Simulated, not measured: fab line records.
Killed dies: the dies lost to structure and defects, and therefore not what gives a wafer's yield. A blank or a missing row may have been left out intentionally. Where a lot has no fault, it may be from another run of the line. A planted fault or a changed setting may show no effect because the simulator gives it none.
fab line records -- flow nand-harc
record: lots: 7, wafers: 19, last-day: 34
route steps=1302 shown A_CHANNEL_HOLE_D1@480 A_CHANNEL_FILL_D1@490 END@1302
lots that met no fault: from a run of the same line without faults
start-h: the number of hours between the record's first day and the start of the first shown wafer of the lot -- wait-h: hours elapsed since this lot's preceding step -- " the same as in the row above -- L1.1+2: a row that stands for several wafers -- - no value, or no start given -- * or withheld: withheld -- < > ~ a bound
route shown NAME@n: a module of which the file shows steps, and the number in the route of the first -- usual: the fault-free wafers' mean and standard deviation -- same: alike in all rows -- chamber/n: place in a boat -- sites: per-site readings -- _std_site: standard deviation of those values -- _edge_site: outer sites' mean less inner sites' -- radius-mm: for every site, how far away it sits from the centre of the wafer -- mask NAME#n: copy n -- behind: the tool/chamber that last shaped the wafer -- hold: why the lot was held/for how many hours/how that ended -- device: the transistor (n, p or np) that didn't switch -- end of line: tests of these same wafers at the route's end -- where a step has no rows: the recipe by itself -- killed: dies that structure and defects cost at the first sort, which is not the same as the wafer's yield -- map: a wafer's dies, x killed, . not, _ none there
set.NAME: the run value of the setting; set.NAME@STEP: its run value at that earlier step -- model.NAME: the simulator's own value behind a step, which no gauge read
lots seen at some steps along the route; tables by step, rows by wafer
services: from which hour (start-h, from the record's first day; less than 0 if before it) a tool's chamber was out of use, for how many hours, and why
== steps ==
step: NHARC_A_CHANNEL_HOLE_D1_STRIP_41
recipe: n2-flow-sccm: 150, h2-flow-sccm: 150, ar-flow-sccm: 0, bias-w: 0, chemistry: N2/H2
step: NHARC_A_CHANNEL_HOLE_D1_STRIP_42
recipe: cf4-flow-sccm: 100, chf3-flow-sccm: 30, ar-flow-sccm: 0, bias-w: 0, chemistry: CF4/CHF3
step: NHARC_A_CHANNEL_HOLE_D1_STRIP_43
recipe: o2-flow-sccm: 400, cos-flow-sccm: 20, ar-flow-sccm: 0, bias-w: 0, chemistry: O2/COS
step: NHARC_A_CHANNEL_HOLE_D1_ETCH_44
recipe: target-depth-a: 1400, overetch-a: 140, time-s: 77, ion-energy-ev: 100, cf4-flow-sccm: 80, o2-flow-sccm: 20, ar-flow-sccm: 0, rf-w: 300, bias-w: 100, chemistry: CF4/O2
usual: drypump-motor-current-A: 5.9/0.43, o2-flow-sccm: 19.99/0.057, oes-product-au: 1.003/0.01, rf-vpp-V: 197.2/1, showerhead-plenum-p-Torr: 1.31/0.033, throttle-valve-pct: 13.397/0.0096
lot.wafer,tool,chamber,start-h,wait-h,drypump-motor-current-A,o2-flow-sccm,oes-product-au,rf-hours-counter-h,rf-vpp-V,showerhead-plenum-p-Torr,throttle-valve-pct
L113.1,rie-diel-07,3,216.02,0.1,6.4,20.06,0.983,8,196.4,1.30,13.409
L113.3,rie-diel-07,0,216.02,0.1,6.0,20.08,0.995,8,197.7,1.35,13.391
L113.6,rie-diel-07,2,216.02,0.1,5.3,19.96,0.997,-,197.5,1.28,13.405
L114.4,rie-diel-04,1,216.06,0.1,5.6,19.99,1.015,11,198.1,1.31,13.388
L114.6,rie-diel-04,0,216.06,0.1,5.5,20.02,1.000,-,197.6,1.32,13.404
L114.5,rie-diel-04,1,216.06,0.1,5.6,20.03,1.006,-,197.1,1.31,13.392
L117.4,rie-diel-07,0,249.48,0.1,6.0,19.96,0.994,11,198.0,1.35,13.399
L117.3,rie-diel-07,1,249.48,0.1,5.9,19.99,1.004,11,197.5,1.30,13.411
L117.6,rie-diel-07,1,249.48,0.1,5.9,20.00,1.012,-,196.1,1.30,13.389
L118.2,rie-diel-07,0,258.60,0.1,6.0,19.96,1.008,11,199.6,1.35,13.423
L118.3,rie-diel-07,1,258.60,0.1,5.9,20.01,1.011,12,196.5,1.29,13.403
L118.6,rie-diel-07,2,258.60,0.1,5.4,20.11,1.000,-,195.9,1.28,13.405
L130.4,rie-diel-07,2,380.27,0.1,5.3,19.95,1.002,5,195.1,1.27,13.389
L130.2,rie-diel-07,0,380.27,0.1,6.0,19.95,1.018,6,198.6,1.35,13.395
L133.1,rie-diel-07,1,402.27,0.1,5.9,20.04,0.994,9,197.8,1.29,13.385
L133.6,rie-diel-07,0,402.27,0.1,6.0,19.90,1.014,-,197.0,1.35,13.389
L132.2,rie-diel-01,1,404.59,0.1,6.1,19.92,1.005,3,197.5,1.32,13.388
L132.1,rie-diel-01,3,404.59,0.1,6.3,20.04,1.014,6,196.7,1.32,13.390
L132.4,rie-diel-01,0,404.59,0.1,6.7,19.94,0.991,5,195.7,1.26,13.387
step: NHARC_A_CHANNEL_HOLE_D1_STRIP_27
recipe: o2-flow-sccm: 500, ar-flow-sccm: 0, bias-w: 0, chemistry: O2
usual: drypump-motor-current-A: 5.9/0.44, o2-flow-sccm: 500.2/1.6, oes-product-au: 1.002/0.01, rf-vpp-V: 57.6/0.82, showerhead-plenum-p-Torr: 3.46/0.084, throttle-valve-pct: 17.036/0.0084
lot.wafer,tool,chamber,start-h,wait-h,drypump-motor-current-A,o2-flow-sccm,oes-product-au,rf-hours-counter-h,rf-vpp-V,showerhead-plenum-p-Torr,throttle-valve-pct
L113.1,rie-diel-07,3,-,-,6.4,499.9,0.989,8,57.2,3.44,17.018
L113.3,rie-diel-07,1,-,-,5.9,498.0,1.013,8,57.4,3.43,17.052
L113.6,rie-diel-07,0,-,-,6.0,500.4,0.994,-,58.4,3.58,17.033
L114.4,rie-diel-04,0,-,-,5.5,500.5,0.985,8,57.7,3.50,17.039
L114.5,rie-diel-04,0,-,-,5.5,498.9,0.985,-,58.4,3.50,17.033
L114.6,rie-diel-04,1,-,-,5.6,500.1,1.005,-,59.4,3.47,17.032
L117.3,rie-diel-07,2,-,-,5.4,499.0,1.012,10,58.2,3.38,17.021
L117.4,rie-diel-07,3,-,-,6.4,500.2,0.997,10,59.3,3.44,17.048
L117.6,rie-diel-07,2,-,-,5.4,497.9,1.002,-,55.8,3.38,17.042
L118.3,rie-diel-07,3,-,-,6.4,499.5,0.986,10,58.2,3.44,17.036
L118.2,rie-diel-07,1,-,-,5.9,498.9,1.011,12,58.7,3.43,17.036
L118.6,rie-diel-07,3,-,-,6.4,500.2,0.990,-,56.7,3.44,17.042
L130.4,rie-diel-07,3,-,-,6.4,499.8,1.009,5,58.0,3.43,17.036
L130.2,rie-diel-07,0,-,-,6.0,497.9,1.018,6,57.9,3.57,17.033
L133.1,rie-diel-07,0,-,-,6.0,502.1,1.016,9,58.6,3.57,17.040
L133.6,rie-diel-07,1,-,-,6.0,497.9,0.989,-,57.8,3.42,17.034
L132.1,rie-diel-01,3,-,-,6.3,498.6,1.011,6,58.4,3.49,17.033
L132.2,rie-diel-01,0,-,-,6.7,498.6,0.998,5,58.9,3.33,17.026
L132.4,rie-diel-01,1,-,-,6.1,501.9,1.022,3,57.6,3.50,17.037
step: NHARC_A_CHANNEL_HOLE_D1_PRECLEAN_28
recipe: time-s: *, temp-c: 50, bath-age-min: 0, chemistry: SC1
step: NHARC_A_CHANNEL_HOLE_D1_SRD_29
step: NHARC_A_CHANNEL_HOLE_D1_CD_MEAS_30
usual: cd-nm: 90.1/1.2
lot.wafer,tool,chamber,start-h,wait-h,cd-nm
L113.1,cd-sem-03,-,216.80,-,89.5
L113.3,cd-sem-03,-,216.80,-,89.5
L113.6,cd-sem-03,-,216.80,-,89.4
L114.4,cd-sem-02,-,216.86,-,87.9
L114.5,cd-sem-02,-,216.86,-,89.1
L114.6,cd-sem-02,-,216.86,-,87.9
L117.3,cd-sem-03,-,250.28,-,89.1
L117.4,cd-sem-03,-,250.28,-,89.5
L117.6,cd-sem-03,-,250.28,-,87.6
L118.2,cd-sem-02,-,259.38,-,88.8
L118.3,cd-sem-02,-,259.38,-,88.9
L118.6,cd-sem-02,-,259.38,-,88.7
L130.2,cd-sem-01,-,381.05,-,89.9
L130.4,cd-sem-01,-,381.05,-,90.8
L133.1,cd-sem-02,-,403.05,-,92.1
L133.6,cd-sem-02,-,403.05,-,89.4
L132.1,cd-sem-02,-,405.38,-,91.2
L132.2,cd-sem-02,-,405.38,-,91.9
L132.4,cd-sem-02,-,405.38,-,88.7
step: NHARC_A_CHANNEL_HOLE_D1_XSEM_31
recipe: landing-energy-ev: 35000
usual: bot-cd-nm: 74.6/1.3, bow-nm: 8.67/0.25, tilt-deg: 0.08/0.042
lot.wafer,tool,chamber,start-h,wait-h,bot-cd-nm,bow-nm,tilt-deg
L113.1,xsem-01,0,216.88,0.1,74.4,8.24,0.21
L113.3,xsem-01,0,216.88,0.1,75.2,8.28,0.21
L113.6,xsem-01,0,216.88,0.1,74.9,8.21,0.21
L114.4,xsem-02,0,216.96,0.1,72.7,9.05,0.12
L114.5,xsem-02,0,216.96,0.1,74.3,9.02,0.12
L114.6,xsem-02,0,216.96,0.1,73.1,8.93,0.12
L117.3,xsem-01,0,250.37,0.1,73.1,8.57,0.09
L117.4,xsem-01,0,250.37,0.1,72.9,8.49,0.09
L117.6,xsem-01,0,250.37,0.1,71.4,8.52,0.09
L118.2,xsem-01,0,259.46,0.1,73.0,8.44,0.06
L118.3,xsem-01,0,259.46,0.1,73.0,8.40,0.06
L118.6,xsem-01,0,259.46,0.1,72.6,8.39,0.06
L130.2,xsem-02,0,381.16,0.1,74.8,8.55,0.08
L130.4,xsem-02,0,381.16,0.1,75.0,8.62,0.08
L133.1,xsem-02,0,403.14,0.1,77.0,8.60,0.08
L133.6,xsem-02,0,403.14,0.1,74.7,8.75,0.08
L132.1,xsem-01,0,405.47,0.1,75.0,8.63,0.11
L132.2,xsem-01,0,405.47,0.1,75.6,8.56,0.11
L132.4,xsem-01,0,405.47,0.1,72.0,8.67,0.11
step: NHARC_A_CHANNEL_HOLE_D1_INSPECT_40
usual: raw-defect-count: 76/21
lot.wafer,tool,chamber,start-h,wait-h,raw-defect-count
L113.1,defect-inspect-01,-,216.98,-,97
L113.3,defect-inspect-01,-,216.98,-,66
L113.6,defect-inspect-01,-,216.98,-,102
L114.4,defect-inspect-02,-,217.04,-,91
L114.5,defect-inspect-02,-,217.04,-,62
L114.6,defect-inspect-02,-,217.04,-,56
L117.3,defect-inspect-02,-,250.46,-,90
L117.4,defect-inspect-02,-,250.46,-,99
L117.6,defect-inspect-02,-,250.46,-,93
L118.2,defect-inspect-01,-,259.56,-,99
L118.3,defect-inspect-01,-,259.56,-,115
L118.6,defect-inspect-01,-,259.56,-,90
L130.2,defect-inspect-02,-,381.25,-,91
L130.4,defect-inspect-02,-,381.25,-,76
L133.1,defect-inspect-01,-,403.24,-,51
L133.6,defect-inspect-01,-,403.24,-,42
L132.1,defect-inspect-02,-,405.57,-,93
L132.2,defect-inspect-02,-,405.57,-,85
L132.4,defect-inspect-02,-,405.57,-,61
step: NHARC_A_CHANNEL_FILL_D1_PRECLEAN_00
recipe: time-s: *, temp-c: 50, bath-age-min: 0, chemistry: SC1
step: NHARC_A_CHANNEL_FILL_D1_SRD_01
step: NHARC_A_CHANNEL_FILL_D1_ALD_02
recipe: target-thk-a: 60, pulse-time-s: 10, ald-cycles: 60, temp-c: 300, material: SiO2
usual: ald-cycles: 60/0, heater-power-outer-w: 271/35, heater-power-w: 472/40, precursor-pulse-height-rel: 1.001/0.019
lot.wafer,tool,chamber,start-h,wait-h,ald-cycles,heater-power-outer-w,heater-power-w,precursor-pulse-height-rel
L113.1,ald-hk-01,3,217.18,-,60,261,479,1.009
L113.3,ald-hk-01,1,217.18,-,60,275,435,0.999
L113.6,ald-hk-01,0,217.18,-,60,234,415,0.976
L114.4,ald-hk-01,3,217.76,-,60,258,481,0.989
L114.5,ald-hk-01,1,217.76,-,60,276,413,1.014
L114.6,ald-hk-01,2,217.76,-,60,245,447,0.991
L117.3,ald-hk-01,3,250.70,-,60,262,481,1.028
L117.4,ald-hk-01,1,250.70,-,60,273,426,1.004
L117.6,ald-hk-01,3,250.70,-,60,265,484,1.010
L118.2,ald-hk-02,0,259.82,-,60,345,521,1.022
L118.3,ald-hk-02,1,259.82,-,60,289,519,1.023
L118.6,ald-hk-02,0,259.82,-,60,343,521,1.030
L130.4,ald-hk-02,3,381.45,-,68,273,485,1.028
L130.2,ald-hk-02,0,381.45,-,60,339,525,0.981
L133.1,ald-hk-02,0,403.58,-,68,326,535,1.009
L133.6,ald-hk-02,2,403.58,-,60,256,472,0.980
L132.1,ald-hk-02,1,405.76,-,68,297,496,0.997
L132.4,ald-hk-02,2,405.76,-,68,251,478,1.012
L132.2,ald-hk-02,0,405.76,-,60,329,530,1.008
step: NHARC_A_CHANNEL_FILL_D1_ALD_03
recipe: target-thk-a: 60, pulse-time-s: 60, ald-cycles: 58, temp-c: 630, pressure-torr: 2, material: SiNx
usual: ald-cycles: 58/0, precursor-pulse-height-rel: 1.002/0.019
lot.wafer,tool,chamber,start-h,wait-h,ald-cycles,precursor-pulse-height-rel
L113.1,ald-sin-batch-02,0,-,-,58,0.989
L113.3,ald-sin-batch-02,0,-,-,58,1.012
L113.6,ald-sin-batch-02,0,-,-,58,1.020
L114.4,ald-sin-batch-02,0,-,-,58,1.040
L114.5,ald-sin-batch-02,0,-,-,58,1.024
L114.6,ald-sin-batch-02,0,-,-,58,0.989
L117.3,ald-sin-batch-02,0,-,-,58,0.947
L117.4,ald-sin-batch-02,0,-,-,58,0.978
L117.6,ald-sin-batch-02,0,-,-,58,1.008
L118.2,ald-sin-batch-03,0,-,-,58,0.999
L118.3,ald-sin-batch-03,0,-,-,58,1.016
L118.6,ald-sin-batch-03,0,-,-,58,0.990
L130.2,ald-sin-batch-02,0,-,-,58,0.993
L130.4,ald-sin-batch-02,0,-,-,58,0.981
L132.1,ald-sin-batch-01,0,-,-,58,0.959
L132.2,ald-sin-batch-01,0,-,-,58,0.989
L132.4,ald-sin-batch-01,0,-,-,58,0.989
L133.1,ald-sin-batch-01,0,-,-,58,0.974
L133.6,ald-sin-batch-01,0,-,-,58,1.002
step: NHARC_END_SORT_01
recipe: temp-c: 25
usual: killed-at-array: 62/22, killed-at-other: 1.0/1.4, killed-at-periphery: 4.2/2.8, killed-dies: 67/23, killed-open: 3.1/1.7, killed-short: 2.1/1.5
same: gross-dies: 677
lot.wafer,tool,chamber,start-h,wait-h,killed-at-array,killed-at-other,killed-at-periphery,killed-dies,killed-open,killed-short
L130.2,prober-02,0,774.72,2.8,47,5,6,58,5,4
L130.4,prober-02,0,776.30,3.4,65,3,5,73,4,2
L132.1,prober-01,0,824.09,2.5,28,0,3,31,2,0
L132.2,prober-01,0,824.90,2.8,41,0,2,43,4,2
L132.4,prober-01,0,826.53,3.5,47,1,2,50,4,2
killed by level:class
L130.2 A_CHANNEL_HOLE_D2:chamber-film-flake=15 A_CHANNEL_HOLE_D1:chamber-film-flake=11 THIN_TSV:chamber-film-flake=5 A_ZERO_WELL:chamber-film-flake=4 A_STAIRCASE:chamber-film-flake=3 A_SLIT:chamber-film-flake=3 P_STI:chamber-film-flake=2 A_CHANNEL_FILL_D1:chamber-film-flake=2
L130.4 A_CHANNEL_HOLE_D2:chamber-film-flake=28 A_CHANNEL_HOLE_D1:chamber-film-flake=15 A_SLIT:chamber-film-flake=7 A_ZERO_WELL:chamber-film-flake=3 A_STAIRCASE:chamber-film-flake=3 A_M0:geometric-particle:open=2 P_GATE:chamber-film-flake=2 A_DECK1_JOINT:chamber-film-flake=2
L132.1 A_CHANNEL_HOLE_D1:chamber-film-flake=15 A_SLIT:chamber-film-flake=6 P_ZERO_WELL:chamber-film-flake=2 A_WL_FILL:geometric-particle:open=1 A_M0:geometric-particle:open=1 P_STI:chamber-film-flake=1 A_CHANNEL_FILL_D1:chamber-film-flake=1 A_CHANNEL_FILL_D2:chamber-film-flake=1
L132.2 A_CHANNEL_HOLE_D1:chamber-film-flake=17 A_SLIT:chamber-film-flake=7 A_CHANNEL_FILL_D2:chamber-film-flake=6 A_M0:chamber-film-flake=5 P_M0:geometric-particle:open=1 A_CHANNEL_HOLE_D1:geometric-particle:open=1 A_CHANNEL_HOLE_D1:geometric-particle:short=1 A_CHANNEL_HOLE_D2:geometric-particle:open=1
L132.4 A_CHANNEL_HOLE_D1:chamber-film-flake=22 A_SLIT:chamber-film-flake=11 P_ZERO_WELL:chamber-film-flake=2 A_STAIRCASE:chamber-film-flake=2 A_CONTACT:chamber-film-flake=2 A_M0:chamber-film-flake=2 A_CHANNEL_FILL_D1:geometric-particle:short=1 A_ONON_D2:geometric-particle:open=1
== services ==
tool,chamber,start-h,hours,kind
rie-diel-07,0,199.91,-,clean
rie-diel-07,1,199.91,-,clean
rie-diel-07,2,199.91,-,clean
rie-diel-07,3,199.91,-,clean
rie-diel-01,-,205.01,9.0,pm
rie-diel-07,0,224.41,-,clean
rie-diel-07,1,224.41,-,clean
rie-diel-07,2,224.41,-,clean
rie-diel-07,3,224.41,-,clean
rie-diel-07,1,246.76,2.4,repair
rie-diel-07,0,248.91,-,clean
rie-diel-07,2,248.91,-,clean
rie-diel-07,3,248.91,-,clean
ald-sin-batch-02,-,266.24,26.0,pm
xsem-01,-,288.09,0.4,repair
rie-diel-07,-,294.41,9.0,pm
ald-hk-01,-,297.79,10.0,pm
ald-hk-02,-,326.68,1.1,repair
rie-diel-07,3,350.42,9.2,repair
ald-hk-02,-,352.90,10.0,pm
rie-diel-04,-,356.38,9.0,pm
rie-diel-07,2,369.73,4.6,repair
xsem-01,-,374.00,14.0,pm
rie-diel-01,-,382.01,9.0,pm
== key ==
first-sign: step: NHARC_A_CHANNEL_FILL_D1_ALD_02, reading: ald-cycles, direction: up, sigmas: 99+, usual: 60, struck: 68
effect none on later readings
met-at NHARC_A_CHANNEL_FILL_D1_ALD_02
struck-wafers L130.4,L132.1,L132.4,L133.1
tester-left-out L130,L132,L133
onset-between 259.82 381.45
fault: kind: process-parameter-drift, tool: ald-hk-02, chamber: -, onset-h: 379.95, steps: NHARC_A_CHANNEL_FILL_D1_ALD_02, channel: ald-cycles, offset: 8, shape: step, end-h: 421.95, scope: struck-wafers-only, acts-in: these-recipes-only, stated: 60
tester-left-out: of these lots the tester's yield and bins aren't shown, on N5 and GAA mostly nor the transistor test; their killed dies are dies lost to structure and defects alone, not to doping, threshold or leakage, so they don't give the yield
